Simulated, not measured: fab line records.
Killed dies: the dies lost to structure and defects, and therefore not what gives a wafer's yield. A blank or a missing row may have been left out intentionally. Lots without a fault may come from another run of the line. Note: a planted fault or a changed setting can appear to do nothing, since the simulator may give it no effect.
Matching of chambers || flow n5-finfet || N5_BEOL_M5_ETCH_67 on rie-diel-06 has 4 sister chambers
The step etches SiARC in CF4, target depth 15.6 nm, time 26 s. 20 wafers are shown with their chamber, then 10 later ones without.

WAFERS WITH THEIR CHAMBER
{"wafer": "L078.3", "chamber": 0, "showerhead-plenum-p-Torr (Torr)": 2.21, "drypump-motor-current-A (A)": 5.5, "throttle-valve-pct (%)": 16.14}
{"wafer": "L078.4", "chamber": 1, "showerhead-plenum-p-Torr (Torr)": 2.06, "drypump-motor-current-A (A)": 5.9, "throttle-valve-pct (%)": 15.81}
{"wafer": "L078.5", "chamber": 1, "showerhead-plenum-p-Torr (Torr)": 2.06, "drypump-motor-current-A (A)": 5.9, "throttle-valve-pct (%)": 15.82}
{"wafer": "L079.1", "chamber": 2, "showerhead-plenum-p-Torr (Torr)": 2.06, "drypump-motor-current-A (A)": 5.4, "throttle-valve-pct (%)": 15.85}
{"wafer": "L079.3", "chamber": 3, "showerhead-plenum-p-Torr (Torr)": 2.04, "drypump-motor-current-A (A)": 6.3, "throttle-valve-pct (%)": 15.41}
{"wafer": "L079.5", "chamber": 2, "showerhead-plenum-p-Torr (Torr)": 2.06, "drypump-motor-current-A (A)": 5.4, "throttle-valve-pct (%)": 15.84}
{"wafer": "L082.2", "chamber": 2, "showerhead-plenum-p-Torr (Torr)": 2.06, "drypump-motor-current-A (A)": 5.5, "throttle-valve-pct (%)": 15.87}
{"wafer": "L082.3", "chamber": 0, "showerhead-plenum-p-Torr (Torr)": 2.21, "drypump-motor-current-A (A)": 5.5, "throttle-valve-pct (%)": 16.19}
{"wafer": "L082.6", "chamber": 1, "showerhead-plenum-p-Torr (Torr)": 2.06, "drypump-motor-current-A (A)": 5.9, "throttle-valve-pct (%)": 15.84}
{"wafer": "L087.1", "chamber": 3, "showerhead-plenum-p-Torr (Torr)": 2.03, "drypump-motor-current-A (A)": 6.4, "throttle-valve-pct (%)": 15.45}
{"wafer": "L087.2", "chamber": 1, "showerhead-plenum-p-Torr (Torr)": 2.06, "drypump-motor-current-A (A)": 5.9, "throttle-valve-pct (%)": 15.83}
{"wafer": "L087.3", "chamber": 2, "showerhead-plenum-p-Torr (Torr)": 2.06, "drypump-motor-current-A (A)": 5.5, "throttle-valve-pct (%)": 15.89}
{"wafer": "L087.4", "chamber": 0, "showerhead-plenum-p-Torr (Torr)": 2.20, "drypump-motor-current-A (A)": 5.5, "throttle-valve-pct (%)": 16.18}
{"wafer": "L087.5", "chamber": 2, "showerhead-plenum-p-Torr (Torr)": 2.06, "drypump-motor-current-A (A)": 5.5, "throttle-valve-pct (%)": 15.90}
{"wafer": "L087.6", "chamber": 3, "showerhead-plenum-p-Torr (Torr)": 2.03, "drypump-motor-current-A (A)": 6.4, "throttle-valve-pct (%)": 15.46}
{"wafer": "L091.2", "chamber": 1, "showerhead-plenum-p-Torr (Torr)": 2.06, "drypump-motor-current-A (A)": 5.9, "throttle-valve-pct (%)": 15.86}
{"wafer": "L091.3", "chamber": 2, "showerhead-plenum-p-Torr (Torr)": 2.05, "drypump-motor-current-A (A)": 5.5, "throttle-valve-pct (%)": 15.89}
{"wafer": "L091.6", "chamber": 1, "showerhead-plenum-p-Torr (Torr)": 2.06, "drypump-motor-current-A (A)": 5.9, "throttle-valve-pct (%)": 15.86}
{"wafer": "L094.1", "chamber": 3, "showerhead-plenum-p-Torr (Torr)": 2.03, "drypump-motor-current-A (A)": 6.4, "throttle-valve-pct (%)": 15.47}
{"wafer": "L094.2", "chamber": 2, "showerhead-plenum-p-Torr (Torr)": 2.05, "drypump-motor-current-A (A)": 5.4, "throttle-valve-pct (%)": 15.92}

SIGNATURES, as means of the wafers listed above
{"reading": "showerhead-plenum-p-Torr", "chamber 0": 2.2067, "chamber 1": 2.0600, "chamber 2": 2.0571, "chamber 3": 2.0325, "scatter within a chamber": 0.00422}
{"reading": "drypump-motor-current-A", "chamber 0": 5.500, "chamber 1": 5.900, "chamber 2": 5.457, "chamber 3": 6.375, "scatter within a chamber": 0.0392}
{"reading": "throttle-valve-pct", "chamber 0": 16.1700, "chamber 1": 15.8367, "chamber 2": 15.8800, "chamber 3": 15.4475, "scatter within a chamber": 0.0255}
Rule: for a wafer and a chamber, the distance is found by dividing, reading by reading, the gap between the wafer's reading and the chamber's mean by the reading's scatter, squaring, summing and taking the root. The wafer belongs to the nearest chamber; if the next one is less than 2 further off, it can't be placed. The scatter: the root of (the sum of the squares of (reading less its chamber's mean) over the shown wafers, divided by (wafers less chambers)).

WAFERS WHOSE CHAMBER IS MISSING
{"wafer": "L094.4", "showerhead-plenum-p-Torr (Torr)": 2.05, "drypump-motor-current-A (A)": 5.9, "throttle-valve-pct (%)": 15.87}
{"wafer": "L093.1", "showerhead-plenum-p-Torr (Torr)": 2.05, "drypump-motor-current-A (A)": 5.9, "throttle-valve-pct (%)": 15.87}
{"wafer": "L093.2", "showerhead-plenum-p-Torr (Torr)": 2.05, "drypump-motor-current-A (A)": 5.5, "throttle-valve-pct (%)": 15.91}
{"wafer": "L093.3", "showerhead-plenum-p-Torr (Torr)": 2.03, "drypump-motor-current-A (A)": 6.4, "throttle-valve-pct (%)": 15.47}
{"wafer": "L093.4", "showerhead-plenum-p-Torr (Torr)": 2.20, "drypump-motor-current-A (A)": 5.5, "throttle-valve-pct (%)": 16.22}
{"wafer": "L093.5", "showerhead-plenum-p-Torr (Torr)": 2.05, "drypump-motor-current-A (A)": 5.5, "throttle-valve-pct (%)": 15.90}
{"wafer": "L093.6", "showerhead-plenum-p-Torr (Torr)": 2.05, "drypump-motor-current-A (A)": 5.9, "throttle-valve-pct (%)": 15.87}
{"wafer": "L097.4", "showerhead-plenum-p-Torr (Torr)": 2.02, "drypump-motor-current-A (A)": 6.4, "throttle-valve-pct (%)": 15.47}
{"wafer": "L097.5", "showerhead-plenum-p-Torr (Torr)": 2.05, "drypump-motor-current-A (A)": 5.9, "throttle-valve-pct (%)": 15.87}
{"wafer": "L097.6", "showerhead-plenum-p-Torr (Torr)": 2.05, "drypump-motor-current-A (A)": 5.5, "throttle-valve-pct (%)": 15.91}

CHAMBER TAKEN BY EACH
{"wafer": "L094.4", "from the rows above": 1, "in truth": 1}
{"wafer": "L093.1", "from the rows above": 1, "in truth": 1}
{"wafer": "L093.2", "from the rows above": 2, "in truth": 2}
{"wafer": "L093.3", "from the rows above": 3, "in truth": 3}
{"wafer": "L093.4", "from the rows above": 0, "in truth": 0}
{"wafer": "L093.5", "from the rows above": 2, "in truth": 2}
{"wafer": "L093.6", "from the rows above": 1, "in truth": 1}
{"wafer": "L097.4", "from the rows above": 3, "in truth": 3}
{"wafer": "L097.5", "from the rows above": 1, "in truth": 1}
{"wafer": "L097.6", "from the rows above": 2, "in truth": 2}
Correct placement for 10 of the 10. From these rows, 0 cannot be placed. Number placed wrongly: 0.
